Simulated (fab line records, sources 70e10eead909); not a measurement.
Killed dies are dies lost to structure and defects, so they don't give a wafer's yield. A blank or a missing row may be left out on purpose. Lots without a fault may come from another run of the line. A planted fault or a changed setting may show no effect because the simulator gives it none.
Which tool did it? | flow nand_harc | 12 lots, 34 wafers sampled, at 6 steps of a route of 1302

WHAT THE GAUGES READ, wafer by wafer
NHARC_END_SORT_01. Usual: killed_at_array 65, standard deviation 19; killed_at_other 0.9, standard deviation 1.1; killed_at_periphery 3.5, standard deviation 2.3; killed_dies 69, standard deviation 19; killed_open 3.2, standard deviation 1.8; killed_short 2.4, standard deviation 1.5.
lot  | measured     | on        | killed_at_array | killed_at_other | killed_at_periphery | killed_dies | killed_open | killed_short | flag
L732 | day 34 07:50 | prober-02 | 155             | 3               | 1                   | 159         | 5           | 3            | OFF

WHICH TOOL RAN EACH LOT (tool, then ch and the chambers of the sampled wafers, then the start)
lot  | NHARC_A_STAIRCASE_ETCHBACK_416                | NHARC_A_STAIRCASE_STRIP_476        | NHARC_A_STAIRCASE_DEP_417       | NHARC_A_STAIRCASE_CMP_152     | NHARC_A_SGD_CUT_DEP_00
L714 | rie_diel-03 ch 0,3, day 17 07:11 or earlier   | rie_diel-03 ch 0,1,3, day 17 07:11 | pecvd-01 ch 0,1, day 17 07:16   | cmp-03 ch 0,1,3, day 19 01:28 | pecvd-01 ch 0,1, day 19 03:29
L713 | rie_diel-12 ch 0,3, day 17 08:32 or earlier   | rie_diel-12 ch 0,2,3, day 17 08:32 | pecvd-01 ch 0,1, day 17 08:38   | cmp-03 ch 1,2,3, day 19 01:44 | pecvd-03 ch 0,2, day 19 03:32
L715 | rie_diel-12 ch 0,1,2, day 18 11:01 or earlier | rie_diel-12 ch 0,3, day 18 11:01   | pecvd-04 ch 0,1, day 18 11:17   | cmp-03 ch 0,1, day 20 08:46   | pecvd-03 ch 0,1,2, day 20 10:43
L717 | rie_diel-12 ch 1,3, day 19 01:58 or earlier   | rie_diel-12 ch 1,2,3, day 19 01:58 | pecvd-02 ch 0,1,2, day 19 02:04 | cmp-02 ch 1,2, day 20 17:51   | pecvd-02 ch 0,2, day 20 19:38
L718 | rie_diel-05 ch 0,2,3, day 19 17:53 or earlier | rie_diel-05 ch 0,1,2, day 19 17:53 | pecvd-02 ch 0,2, day 19 17:59   | cmp-01 ch 1,2,3, day 21 16:04 | pecvd-02 ch 0,1,2, day 21 17:52
L720 | rie_diel-03 ch 0,3, day 19 21:56 or earlier   | rie_diel-03 ch 1,3, day 19 21:56   | pecvd-01 ch 1,2, day 19 22:05   | cmp-03 ch 0,1,2, day 21 14:16 | pecvd-02 ch 1,2, day 21 16:05
L721 | rie_diel-12 ch 0,1, day 20 10:38 or earlier   | rie_diel-12 ch 0,1,2, day 20 10:38 | pecvd-02 ch 0,2, day 20 10:44   | cmp-02 ch 0,3, day 22 09:10   | pecvd-03 ch 1,2, day 22 11:02
L722 | rie_diel-03 ch 2,3, day 21 15:52 or earlier   | rie_diel-03 ch 2,3, day 21 15:52   | pecvd-04 ch 0,1,2, day 21 16:05 | cmp-03 ch 2,3, day 23 08:59   | pecvd-01 ch 0,1,2, day 23 11:31
L723 | rie_diel-12 ch 2,3, day 22 01:50 or earlier   | rie_diel-12 ch 0,2,3, day 22 01:50 | pecvd-04 ch 0,1, day 22 02:01   | cmp-01 ch 0,1,2, day 23 18:15 | pecvd-02 ch 0,1,2, day 23 20:29
L726 | rie_diel-03 ch 0,3, day 23 10:28 or earlier   | rie_diel-03 ch 0,1,3, day 23 10:28 | pecvd-04 ch 0,1, day 23 10:35   | cmp-02 ch 0,1,2, day 25 04:11 | pecvd-03 ch 0,1,2, day 25 05:58
L730 | rie_diel-03 ch 0,2,3, day 24 04:11 or earlier | rie_diel-03 ch 0,1,2, day 24 04:11 | pecvd-02 ch 0,2, day 24 04:17   | cmp-01 ch 0,3, day 25 22:50   | pecvd-03 ch 1,2, day 26 00:38
L732 | rie_diel-05 ch 3, day 25 06:13 or earlier     | rie_diel-05 ch 1, day 25 06:13     | pecvd-04 ch 2, day 25 06:20     | cmp-01 ch 0, day 27 04:54     | pecvd-01 ch 1, day 27 09:37
- NHARC_A_STAIRCASE_ETCHBACK_416: etches the open film in C4F8/O2/Ar, target depth 36 nm, time 7.2 s.
- NHARC_A_STAIRCASE_STRIP_476: strips in O2, time 20 s.
- NHARC_A_STAIRCASE_DEP_417: deposits Si3N4, target thk 60 nm.
- NHARC_A_STAIRCASE_CMP_152: polishes.
- NHARC_A_SGD_CUT_DEP_00: deposits SiNx, target thk 50 nm.

WHAT THE TOOLS THEMSELVES READ (means of the sampled wafers that have a number; where no wafer has one, the mark that the record gives instead)
NHARC_A_STAIRCASE_ETCHBACK_416. Usual: oes_product_au 0.935 a.u., standard deviation 0.025; rf_vpp_V 723 V, standard deviation 4.
lot  | tool        | oes_product_au (a.u.) | rf_vpp_V (V) | flag
L714 | rie_diel-03 | 0.930                 | 723          |
L713 | rie_diel-12 | 0.921                 | 718          |
L715 | rie_diel-12 | 0.927                 | 723          |
L717 | rie_diel-12 | 0.915                 | 719          |
L718 | rie_diel-05 | 0.928                 | 725          |
L720 | rie_diel-03 | 0.943                 | 723          |
L721 | rie_diel-12 | 1.001                 | 722          |
L722 | rie_diel-03 | 0.935                 | 729          |
L723 | rie_diel-12 | 0.927                 | 721          |
L726 | rie_diel-03 | 0.931                 | 727          |
L730 | rie_diel-03 | 0.936                 | 727          |
L732 | rie_diel-05 | 0.908                 | 726          |

NHARC_A_STAIRCASE_STRIP_476. Usual: drypump_motor_current_A 5.8 A, standard deviation 0.42; oes_product_au 1.002 a.u., standard deviation 0.0099; rf_vpp_V 57.8 V, standard deviation 0.87; showerhead_plenum_p_Torr 3.51 Torr, standard deviation 0.14; throttle_valve_pct 17.036 %, standard deviation 0.009.
lot  | tool        | drypump_motor_current_A (A) | oes_product_au (a.u.) | rf_vpp_V (V) | showerhead_plenum_p_Torr (Torr) | throttle_valve_pct (%) | flag
L714 | rie_diel-03 | 6.0                         | 1.008                 | 57.5         | 3.50                            | 17.034                 |
L713 | rie_diel-12 | 6.0                         | 0.996                 | 57.9         | 3.44                            | 17.034                 |
L715 | rie_diel-12 | 6.1                         | 1.003                 | 57.1         | 3.35                            | 17.038                 |
L717 | rie_diel-12 | 6.0                         | 0.991                 | 57.7         | 3.48                            | 17.035                 |
L718 | rie_diel-05 | 5.7                         | 1.001                 | 57.8         | 3.44                            | 17.037                 |
L720 | rie_diel-03 | 5.8                         | 1.003                 | 57.7         | 3.37                            | 17.028                 |
L721 | rie_diel-12 | 6.0                         | 0.996                 | 56.6         | 3.50                            | 17.034                 |
L722 | rie_diel-03 | 5.6                         | 1.001                 | 58.6         | 3.71                            | 17.037                 |
L723 | rie_diel-12 | 6.0                         | 1.007                 | 57.2         | 3.41                            | 17.045                 |
L726 | rie_diel-03 | 6.0                         | 1.009                 | 58.4         | 3.66                            | 17.029                 |
L730 | rie_diel-03 | 5.7                         | 1.004                 | 58.6         | 3.56                            | 17.042                 |
L732 | rie_diel-05 | 6.1                         | 0.984                 | 56.1         | 3.29                            | 17.023                 |

NHARC_A_STAIRCASE_DEP_417. Usual: heater_power_w 718 W, standard deviation 73.
lot  | tool     | heater_power_w (W) | flag
L714 | pecvd-01 | 619                |
L713 | pecvd-01 | 658                |
L715 | pecvd-04 | 787                |
L717 | pecvd-02 | 717                |
L718 | pecvd-02 | 761                |
L720 | pecvd-01 | 682                |
L721 | pecvd-02 | 703                |
L722 | pecvd-04 | 748                |
L723 | pecvd-04 | 658                |
L726 | pecvd-04 | 711                |
L730 | pecvd-02 | 733                |
L732 | pecvd-04 | 803                |

NHARC_A_STAIRCASE_CMP_152. Usual: motor_current_A 12.3 A, standard deviation 1.3; retaining_ring_pressure_frac 1.001, standard deviation 0.0046; slurry_filter_dp_kPa 13.49 kPa, standard deviation 0.14.
lot  | tool   | motor_current_A (A) | retaining_ring_pressure_frac | slurry_filter_dp_kPa (kPa) | flag
L714 | cmp-03 | 13.1                | 1.000                        | 13.46                      |
L713 | cmp-03 | 12.5                | 1.003                        | 13.50                      |
L715 | cmp-03 | 13.6                | 0.998                        | 13.41                      |
L717 | cmp-02 | 12.6                | 1.002                        | 13.58                      |
L718 | cmp-01 | 12.7                | 1.004                        | 13.42                      |
L720 | cmp-03 | 12.4                | 0.999                        | 13.49                      |
L721 | cmp-02 | 10.6                | 1.003                        | 13.49                      |
L722 | cmp-03 | 11.6                | 1.002                        | 13.28                      |
L723 | cmp-01 | 13.5                | 1.000                        | 13.29                      |
L726 | cmp-02 | 11.8                | 1.000                        | 13.54                      |
L730 | cmp-01 | 12.8                | 0.999                        | 13.62                      |
L732 | cmp-01 | 13.7                | 0.998                        | 13.41                      |

NHARC_A_SGD_CUT_DEP_00. Usual: heater_power_w 709 W, standard deviation 75.
lot  | tool     | heater_power_w (W) | flag
L714 | pecvd-01 | 641                |
L713 | pecvd-03 | 782                |
L715 | pecvd-03 | 708                |
L717 | pecvd-02 | 731                |
L718 | pecvd-02 | 721                |
L720 | pecvd-02 | 636                |
L721 | pecvd-03 | 717                |
L722 | pecvd-01 | 668                |
L723 | pecvd-02 | 757                |
L726 | pecvd-03 | 756                |
L730 | pecvd-03 | 723                |
L732 | pecvd-01 | 519                |

THE ANSWER, worked out from the rows above alone
Rule: a lot is off if the mean of its wafers that have a number lies more than 3 standard deviations from the usual mean. A lot without any number at a reading at which 4 lots or more have one is off too. The other lots that the step has rows for count as sound. The gauges are gone through in route order, then the tools' own readings, and for those a lot's mean is taken as printed above. The first step at which some lot is off is used, and at that step the reading that is off furthest; a lot without a number counts as furthest.
Off: L732, at NHARC_END_SORT_01 (killed_at_array). Neither off nor sound, because the step has no rows for them: L714, L713, L715, L717, L718, L720, L721, L722, L723, L726, L730.
A tool fits if, at a process step before that reading, it ran every lot that is off, and no sound lot after the first of them. The gauges at NHARC_END_SORT_01 are tried like those tools. NHARC_A_STAIRCASE_ETCHBACK_416 gives no start for some lots, so the hours and the order of its lots are those of NHARC_A_STAIRCASE_STRIP_476. Can't be told from this: 5 tools fit, rie_diel-05 at NHARC_A_STAIRCASE_ETCHBACK_416 and NHARC_A_STAIRCASE_STRIP_476, pecvd-04 at NHARC_A_STAIRCASE_DEP_417, cmp-01 at NHARC_A_STAIRCASE_CMP_152, pecvd-01 at NHARC_A_SGD_CUT_DEP_00, prober-02 at NHARC_END_SORT_01.

WHAT THE SIMULATOR HAD PUT IN
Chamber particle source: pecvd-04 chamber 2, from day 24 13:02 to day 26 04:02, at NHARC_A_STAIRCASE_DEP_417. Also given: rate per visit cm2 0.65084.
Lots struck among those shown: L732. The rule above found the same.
